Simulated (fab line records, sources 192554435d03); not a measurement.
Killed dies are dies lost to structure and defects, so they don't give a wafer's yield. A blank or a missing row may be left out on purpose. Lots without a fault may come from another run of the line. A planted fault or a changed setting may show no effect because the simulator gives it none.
One fault seen from 2 desks | flow n5_finfet | each desk has only its own numbers; what lay behind them comes last

THE METROLOGY DESK
What the gauges read, lot by lot, whatever tool the lot ran on: means of the sampled wafers that have a number. A lot is out of limits, marked OUT, if its mean lies more than 4 standard deviations from the usual mean; the brackets give that distance. Of its 11 readings 7 are shown: those that lie furthest out on some lot.
Columns: A = DIBL_N at N5_BEOL_M4_RC_MEAS_101, usual 35.3 mV/V; B = DIBL_P at N5_BEOL_M4_RC_MEAS_101, usual 35.2 mV/V; C = IOFF_P at N5_BEOL_M4_RC_MEAS_101, usual 0.19 nA/um; D = ION_N at N5_BEOL_M4_RC_MEAS_101, usual 670 uA/um; E = ION_P at N5_BEOL_M4_RC_MEAS_101, usual 460 uA/um; F = VT_N at N5_BEOL_M4_RC_MEAS_101, usual 251 mV; G = VT_P at N5_BEOL_M4_RC_MEAS_101, usual -251.4 mV
lot  | first seen here | A    | B    | C    | D   | E   | F   | G
L100 | day 3 07:29     | 34.7 | 34.3 | 0.21 | 669 | 465 | 251 | -249.6
L103 | day 4 01:24     | 31.6 | 31.0 | 0.13 | 640 | 442 | 259 | -257.1
L105 | day 4 12:36     | 34.1 | 35.3 | 0.18 | 670 | 459 | 252 | -252.9
L108 | day 5 09:58     | 36.5 | 35.2 | 0.20 | 667 | 461 | 252 | -250.4
L114 | day 6 21:08     | 34.1 | 36.2 | 0.20 | 678 | 462 | 249 | -253.3
L115 | day 7 03:01     | 34.6 | 33.7 | 0.18 | 666 | 463 | 252 | -250.9
L117 | day 7 12:01     | 33.4 | 32.4 | 0.18 | 679 | 468 | 252 | -250.6
L119 | day 8 00:54     | 35.6 | 35.3 | 0.20 | 660 | 455 | 251 | -250.2
L120 | day 8 07:38     | 38.0 | 37.8 | 0.23 | 672 | 459 | 248 | -250.8
This desk's finding: nothing out of limits on any of the 9 lots.

THE TOOL OWNER'S DESK: ald_sin-02
The tool's own readings at N5_DUMMY_GATE_ALD_02 (deposits SiO2, target thk 2 nm, pulse time 1 s): means of the sampled wafers that have a number, for each lot that ran on this tool. A lot is out of limits, marked OUT, if its mean lies more than 4 standard deviations from the usual mean; the brackets give that distance.
Columns: A = heater_power_w at N5_DUMMY_GATE_ALD_02, usual 496 W; B = precursor_pulse_height_rel at N5_DUMMY_GATE_ALD_02, usual 1.001; C = susceptor_temp_C at N5_DUMMY_GATE_ALD_02, usual 299.98 C
lot  | first seen here | A   | B     | C
L105 | day 4 12:49     | 462 | 1.018 | 300.04
L108 | day 5 10:10     | 458 | 1.016 | 300.03
L115 | day 7 03:14     | 480 | 1.000 | 297.16 (-17) OUT
L117 | day 7 12:14     | 477 | 1.007 | 297.21 (-16) OUT
This desk's finding: out of limits on L115, L117; first on L115, day 7 03:14 (susceptor_temp_C at N5_DUMMY_GATE_ALD_02). In limits: L105, L108.

PUT TOGETHER
The tool owner's desk could have raised an alarm at day 7 03:14, on L115, L117.
The metrology desk saw nothing out of limits.
The metrology desk has L115, L117 on record, within its limits.
Of the lots named, all ran N5_DUMMY_GATE_ALD_02 on ald_sin-02.

WHAT THE SIMULATOR HAD PUT IN
Process parameter drift: ald_sin-02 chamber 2, from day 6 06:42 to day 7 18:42, at N5_DUMMY_GATE_ALD_02. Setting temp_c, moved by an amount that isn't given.
Lots struck among those shown: L115, L117.
Hours from the fault's start to each desk's first reading out of limits: the tool owner's desk, 21.
